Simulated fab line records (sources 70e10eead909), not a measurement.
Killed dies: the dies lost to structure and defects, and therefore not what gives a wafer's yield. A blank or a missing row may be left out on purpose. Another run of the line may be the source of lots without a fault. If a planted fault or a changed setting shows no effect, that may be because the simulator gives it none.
Matching of chambers -- flow nand_harc -- rie_diel-06 running NHARC_A_CONTACT_ETCH_92: 4 sister chambers
The step etches the open film in CH3F/O2, target depth 40 nm, time 85.7 s. 8 wafers are shown with their chamber, then 10 later ones without.

WAFERS, EACH WITH ITS CHAMBER
wafer,chamber,showerhead_plenum_p_Torr (Torr),drypump_motor_current_A (A)
L968.6,0,2.65,4.9
L969.1,0,2.64,5.0
L970.6,1,2.40,5.3
L974.3,1,2.40,5.3
L973.3,3,2.32,5.6
L973.5,2,2.32,6.0
L980.1,3,2.32,5.7
L980.5,2,2.32,6.0

WAFERS WHOSE CHAMBER IS MISSING
wafer,showerhead_plenum_p_Torr (Torr),drypump_motor_current_A (A)
L980.6,2.32,5.6
L982.1,2.32,5.6
L982.2,2.39,5.3
L982.5,2.32,5.6
L988.2,2.63,4.9
L988.3,2.31,6.0
L988.6,2.31,6.0
L989.3,2.31,6.0
L989.5,2.31,6.0
L989.6,2.39,5.3

WHICH CHAMBER EACH ONE RAN IN
wafer,from the rows above,in truth
L980.6,3,3
L982.1,3,3
L982.2,1,1
L982.5,3,3
L988.2,0,0
L988.3,2,2
L988.6,2,2
L989.3,2,2
L989.5,2,2
L989.6,1,1
10 of 10 placed correctly. Can't be placed from these rows: 0. Number placed wrongly: 0.
How it was worked out, from the rows above alone: a wafer's distance from a chamber is the root of the sum, over the readings, of the square of ((its reading less the chamber's mean) divided by the reading's scatter). The wafer belongs to the nearest chamber; if the next one is less than 2 further off, it can't be placed. Each chamber's mean is taken over the wafers shown for it. The scatter is the square root of a quotient: the sum, over the shown wafers, of each reading's squared deviation from its chamber's mean, divided by wafers minus chambers.
